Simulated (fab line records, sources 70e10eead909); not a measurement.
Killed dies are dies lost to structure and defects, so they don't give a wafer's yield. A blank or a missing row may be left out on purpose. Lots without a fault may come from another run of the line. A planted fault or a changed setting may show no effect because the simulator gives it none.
Which tool did it? | flow nand_harc | 13 lots, 39 wafers sampled, at 5 steps of a route of 1302

WHAT THE GAUGES READ, wafer by wafer
NHARC_END_SORT_01.
lot  | measured     | on        | killed_at_array | killed_at_other | killed_at_periphery | killed_dies | killed_open | killed_short
L842 | day 28 06:05 | prober-01 | 676 49 675      | 0 0 1           | 1 1 1               | 677 50 677  | 3 2 5       | 3 3 3

WHICH TOOL RAN EACH LOT (tool, then ch and the chambers of the sampled wafers, then the start)
lot  | NHARC_A_CONTACT_ALD_18              | NHARC_A_CONTACT_CMP_20        | NHARC_A_BLC_PVD_32                      | NHARC_A_BLC_ALD_23
L836 | ald_metal-02 ch 0,1, day 22 22:10   | cmp-03 ch 0,1,3, day 23 00:01 | pvd_sputter-02, day 23 02:55 or earlier | ald_metal-04 ch 2,3, day 23 02:55
L838 | ald_metal-04 ch 0,1,3, day 23 13:33 | cmp-02 ch 0,2,3, day 23 15:22 | pvd_sputter-01, day 23 18:32 or earlier | ald_metal-01 ch 0,1,3, day 23 18:32
L837 | ald_metal-03 ch 0,1, day 23 15:34   | cmp-01 ch 1,3, day 23 16:39   | pvd_sputter-03, day 23 20:20 or earlier | ald_metal-04 ch 1,2, day 23 20:20
L842 | ald_metal-04 ch 0,2,3, day 26 02:16 | cmp-03 ch 0,3, day 26 03:19   | pvd_sputter-01, day 26 06:06 or earlier | ald_metal-04 ch 0,1, day 26 06:06
L850 | ald_metal-03 ch 0,3, day 28 04:56   | cmp-03 ch 0,1,3, day 28 06:05 | pvd_sputter-01, day 28 09:10 or earlier | ald_metal-01 ch 0,1, day 28 09:10
L849 | ald_metal-03 ch 1,2, day 28 12:51   | cmp-01 ch 1,2,3, day 28 14:00 | pvd_sputter-01, day 28 17:45 or earlier | ald_metal-04 ch 1,2, day 28 17:45
L852 | ald_metal-03 ch 0,1,3, day 29 07:17 | cmp-01 ch 0,3, day 29 08:20   | pvd_sputter-03, day 29 11:17 or earlier | ald_metal-01 ch 1,2,3, day 29 11:17
L851 | ald_metal-04 ch 0,1,3, day 29 08:25 | cmp-03 ch 0,1,2, day 29 09:31 | pvd_sputter-01, day 29 12:25 or earlier | ald_metal-03 ch 0,1,3, day 29 12:25
L853 | ald_metal-04 ch 0,2,3, day 29 19:47 | cmp-01 ch 1,2,3, day 29 20:52 | pvd_sputter-01, day 29 23:40 or earlier | ald_metal-03 ch 0,2,3, day 29 23:40
L854 | ald_metal-04 ch 1,2,3, day 30 09:23 | cmp-02 ch 0,1,3, day 30 10:26 | pvd_sputter-01, day 30 13:26 or earlier | ald_metal-03 ch 0,1, day 30 13:26
L855 | ald_metal-02 ch 1,2,3, day 30 12:05 | cmp-03 ch 0,1, day 30 13:12   | pvd_sputter-01, day 30 16:05 or earlier | ald_metal-04 ch 1,2, day 30 16:05
L857 | ald_metal-02 ch 0,2,3, day 31 15:27 | cmp-03 ch 0,2,3, day 31 16:32 | pvd_sputter-01, day 31 19:22 or earlier | ald_metal-04 ch 0,2,3, day 31 19:22
L858 | ald_metal-03 ch 2,3, day 32 13:50   | cmp-02 ch 0,3, day 32 14:58   | pvd_sputter-02, day 32 17:45 or earlier | ald_metal-04 ch 0,3, day 32 17:45
- NHARC_A_CONTACT_ALD_18: deposits TiN, target thk 3 nm, pulse time 1 s, ald cycles 150.
- NHARC_A_CONTACT_CMP_20: polishes, t overpolish 30 s, target thk 300 nm.
- NHARC_A_BLC_PVD_32: deposits Ti, target thk 5 nm, time 17.7 s.
- NHARC_A_BLC_ALD_23: deposits TiN, target thk 3 nm, pulse time 1 s, ald cycles 150.

WHAT THE TOOLS THEMSELVES READ (means of the sampled wafers that have a number; where no wafer has one, the mark that the record gives instead)
NHARC_A_CONTACT_ALD_18.
lot  | tool         | heater_power_w (W) | precursor_pulse_height_rel
L836 | ald_metal-02 | 1154               | 0.994
L838 | ald_metal-04 | 1072               | 0.997
L837 | ald_metal-03 | 1230               | 1.012
L842 | ald_metal-04 | 1093               | 0.998
L850 | ald_metal-03 | 1057               | 1.006
L849 | ald_metal-03 | 1074               | 0.995
L852 | ald_metal-03 | 1131               | 1.008
L851 | ald_metal-04 | 1072               | 0.980
L853 | ald_metal-04 | 1102               | 1.008
L854 | ald_metal-04 | 1041               | 1.004
L855 | ald_metal-02 | 1108               | 0.992
L857 | ald_metal-02 | 1094               | 0.989
L858 | ald_metal-03 | 991                | 0.993

NHARC_A_CONTACT_CMP_20.
lot  | tool   | motor_current_A (A) | overpolish_run_s (s) | time_to_endpoint_s (s)
L836 | cmp-03 | 11.3                | 29.998               | 62
L838 | cmp-02 | 12.0                | 29.992               | 59
L837 | cmp-01 | 11.3                | 29.987               | 57
L842 | cmp-03 | 12.8                | 29.991               | 65
L850 | cmp-03 | 12.3                | 30.001               | 60
L849 | cmp-01 | 11.7                | 29.995               | 58
L852 | cmp-01 | 10.8                | 30.002               | 57
L851 | cmp-03 | 11.7                | 30.007               | 64
L853 | cmp-01 | 11.5                | 29.998               | 58
L854 | cmp-02 | 12.0                | 29.996               | 60
L855 | cmp-03 | 11.5                | 29.991               | 63
L857 | cmp-03 | 12.7                | 29.999               | 65
L858 | cmp-02 | 12.7                | 30.004               | 60

NHARC_A_BLC_PVD_32.
lot  | tool           | cathode_dc_power_W (W) | throttle_valve_pct (%)
L836 | pvd_sputter-02 | 5000.2                 | 29.5
L838 | pvd_sputter-01 | 5000.1                 | 30.4
L837 | pvd_sputter-03 | 4999.9                 | 30.7
L842 | pvd_sputter-01 | 5001.0                 | 30.0
L850 | pvd_sputter-01 | 5000.1                 | 30.0
L849 | pvd_sputter-01 | 5000.0                 | 30.1
L852 | pvd_sputter-03 | 4999.8                 | 31.3
L851 | pvd_sputter-01 | 4999.3                 | 30.1
L853 | pvd_sputter-01 | 4999.9                 | 30.2
L854 | pvd_sputter-01 | 5000.2                 | 30.6
L855 | pvd_sputter-01 | 5000.0                 | 30.3
L857 | pvd_sputter-01 | 4999.5                 | 30.5
L858 | pvd_sputter-02 | 5000.3                 | 30.1

NHARC_A_BLC_ALD_23.
lot  | tool         | heater_power_w (W) | precursor_pulse_height_rel
L836 | ald_metal-04 | 1092               | 1.022
L838 | ald_metal-01 | 1037               | 0.982
L837 | ald_metal-04 | 1051               | 1.004
L842 | ald_metal-04 | 1044               | 0.994
L850 | ald_metal-01 | 960                | 1.012
L849 | ald_metal-04 | 1034               | 0.985
L852 | ald_metal-01 | 1111               | 1.011
L851 | ald_metal-03 | 1139               | 0.991
L853 | ald_metal-03 | 1080               | 1.005
L854 | ald_metal-03 | 1190               | 0.993
L855 | ald_metal-04 | 1089               | 1.017
L857 | ald_metal-04 | 1114               | 0.996
L858 | ald_metal-04 | 1079               | 0.999

THE ANSWER, worked out from the rows above alone
Rule: what is usual is taken from the lots themselves. Put in order of their means at a reading, lots are off if they are a third of the lots or fewer, leave a main group of 4 or more, and stand apart from it by a gap of 3 or more times the standard deviation of the main group's means; of several such gaps the widest counts. A main group whose means are all the same, to the digits that the tables above print for the reading, isn't used. A lot without any number at a reading at which 4 lots or more have one is off too. The other lots that the step has rows for count as sound. The gauges are gone through in route order, then the tools' own readings, and for those a lot's mean is taken as printed above. The first step at which some lot is off is used, and at that step the reading that is off furthest; a lot without a number counts as furthest.
No lot is off at any reading shown: from this, nothing can be told.

WHAT THE SIMULATOR HAD PUT IN
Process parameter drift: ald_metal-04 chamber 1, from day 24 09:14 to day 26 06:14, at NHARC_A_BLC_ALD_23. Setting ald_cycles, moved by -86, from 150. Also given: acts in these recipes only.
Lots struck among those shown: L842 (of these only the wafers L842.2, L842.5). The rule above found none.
